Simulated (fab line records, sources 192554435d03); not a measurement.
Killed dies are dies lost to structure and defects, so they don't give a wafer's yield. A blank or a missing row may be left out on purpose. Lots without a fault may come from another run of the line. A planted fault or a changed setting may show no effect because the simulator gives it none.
Which tool did it? | flow n5_finfet | 13 lots, 38 wafers sampled, at 4 steps of a route of 1938

WHAT THE GAUGES READ, wafer by wafer
N5_BEOL_M11_INSPECT_58: inspects for defects (darkfield).
lot  | measured     | on                | raw_defect_count
L673 | day 11 00:43 | defect_inspect-01 | 49 68 65
L675 | day 11 13:36 | defect_inspect-02 | 63 52 77
L674 | day 11 19:03 | defect_inspect-01 | 57 44 39
L685 | day 13 22:28 | defect_inspect-01 | 64 59 65
L681 | day 14 00:48 | defect_inspect-02 | 109 75 78
L687 | day 14 01:13 | defect_inspect-02 | 89 69 100
L686 | day 14 12:59 | defect_inspect-02 | 84 61 108
L688 | day 14 14:03 | defect_inspect-01 | 104 112 83
L692 | day 16 08:13 | defect_inspect-02 | 55 45
L696 | day 16 16:20 | defect_inspect-02 | 45 76 53
L693 | day 17 02:17 | defect_inspect-02 | 43 87 39
L695 | day 17 02:35 | defect_inspect-01 | 110 69 65
L694 | day 17 20:37 | defect_inspect-01 | 78 68 96

N5_BEOL_M12_CD_MEAS_28: target cd 160.2 nm.
lot  | measured     | on        | cd_nm (nm)
L673 | day 11 02:14 | cd_sem-03 | 161.2 161.4 161.7
L675 | day 11 14:59 | cd_sem-03 | 161.8 158.3 158.2
L674 | day 11 20:42 | cd_sem-01 | 158.8 157.5 161.0
L685 | day 14 00:06 | cd_sem-01 | 159.1 158.2 156.1
L681 | day 14 02:10 | cd_sem-03 | 166.2 161.2 159.9
L687 | day 14 02:35 | cd_sem-03 | 159.1 158.6 161.6
L686 | day 14 14:55 | cd_sem-01 | 159.8 158.1 158.5
L688 | day 14 15:33 | cd_sem-03 | 162.5 163.2 164.6
L692 | day 16 09:52 | cd_sem-02 | 164.7 159.3
L696 | day 16 17:50 | cd_sem-02 | 159.9 162.7 158.6
L693 | day 17 03:42 | cd_sem-03 | 162.0 160.4 163.0
L695 | day 17 04:07 | cd_sem-03 | 161.3 158.7 157.2
L694 | day 17 22:16 | cd_sem-01 | 158.1 159.0 160.7

WHICH TOOL RAN EACH LOT (tool, then ch and the chambers of the sampled wafers, then the start)
lot  | N5_BEOL_M11_SPUTTER_48       | N5_BEOL_M12_COAT_66
L673 | pvd_sputter-03, day 10 23:21 | litho_track-02 ch 0, day 11 01:57
L675 | pvd_sputter-01, day 11 12:03 | litho_track-04 ch 0, day 11 14:41
L674 | pvd_sputter-02, day 11 17:38 | litho_track-04 ch 0, day 11 20:17
L685 | pvd_sputter-02, day 13 21:28 | litho_track-02 ch 0, day 13 23:41
L681 | pvd_sputter-02, day 13 23:49 | litho_track-02 ch 0, day 14 01:53
L687 | pvd_sputter-02, day 13 23:58 | litho_track-01 ch 0, day 14 02:18
L686 | pvd_sputter-03, day 14 10:14 | litho_track-02 ch 0, day 14 14:37
L688 | pvd_sputter-01, day 14 10:33 | litho_track-01 ch 0, day 14 15:16
L692 | pvd_sputter-02, day 16 06:48 | litho_track-01 ch 0, day 16 09:28
L696 | pvd_sputter-03, day 16 15:14 | litho_track-04 ch 0, day 16 17:26
L693 | pvd_sputter-01, day 17 00:52 | litho_track-04 ch 0, day 17 03:25
L695 | pvd_sputter-02, day 17 01:13 | litho_track-01 ch 0, day 17 03:50
L694 | pvd_sputter-03, day 17 19:35 | litho_track-02 ch 0, day 17 21:51
- N5_BEOL_M11_SPUTTER_48: material Cu, target thk 12 nm, time 2 s.
- N5_BEOL_M12_COAT_66: time 60 s, resist thk 110 nm.

WHAT THE TOOLS THEMSELVES READ (means of the sampled wafers that have a number; where no wafer has one, the mark that the record gives instead)
N5_BEOL_M11_SPUTTER_48.
lot  | tool           | throttle_valve_pct (%)
L673 | pvd_sputter-03 | 28.9
L675 | pvd_sputter-01 | 30.2
L674 | pvd_sputter-02 | 29.3
L685 | pvd_sputter-02 | 29.6
L681 | pvd_sputter-02 | 29.7
L687 | pvd_sputter-02 | 29.3
L686 | pvd_sputter-03 | 28.9
L688 | pvd_sputter-01 | 30.8
L692 | pvd_sputter-02 | 30.3
L696 | pvd_sputter-03 | 30.4
L693 | pvd_sputter-01 | 30.5
L695 | pvd_sputter-02 | 29.6
L694 | pvd_sputter-03 | 30.4

N5_BEOL_M12_COAT_66.
lot  | tool           | heater_power_total_W (W) | plate_temp_C (C)
L673 | litho_track-02 | 428.5                    | 219.90
L675 | litho_track-04 | 429.1                    | 220.15
L674 | litho_track-04 | 427.4                    | 220.05
L685 | litho_track-02 | 415.7                    | 215.53
L681 | litho_track-02 | 419.1                    | 215.68
L687 | litho_track-01 | 428.0                    | 219.90
L686 | litho_track-02 | 417.5                    | 215.66
L688 | litho_track-01 | 425.4                    | 219.98
L692 | litho_track-01 | 425.6                    | 220.06
L696 | litho_track-04 | 428.2                    | 220.14
L693 | litho_track-04 | 428.2                    | 220.29
L695 | litho_track-01 | 427.4                    | 219.97
L694 | litho_track-02 | 428.7                    | 220.14

THE ANSWER, worked out from the rows above alone
Rule: what is usual is taken from the lots themselves. Put in order of their means at a reading, lots are off if they are a third of the lots or fewer, leave a main group of 4 or more, and stand apart from it by a gap of 3 or more times the standard deviation of the main group's means; of several such gaps the widest counts. A main group whose means are all the same, to the digits that the tables above print for the reading, isn't used. A lot without any number at a reading at which 4 lots or more have one is off too. The other lots that the step has rows for count as sound. The gauges are gone through in route order, then the tools' own readings, and for those a lot's mean is taken as printed above. The first step at which some lot is off is used, and at that step the reading that is off furthest; a lot without a number counts as furthest.
Off: L685, L681, L686, at N5_BEOL_M12_COAT_66 (plate_temp_C). The main group: mean 220.06 C, standard deviation 0.12.
A tool fits if, at that step or a process step before it, it ran every lot that is off, and no sound lot after the first of them. None of those tried fits.

WHAT THE SIMULATOR HAD PUT IN
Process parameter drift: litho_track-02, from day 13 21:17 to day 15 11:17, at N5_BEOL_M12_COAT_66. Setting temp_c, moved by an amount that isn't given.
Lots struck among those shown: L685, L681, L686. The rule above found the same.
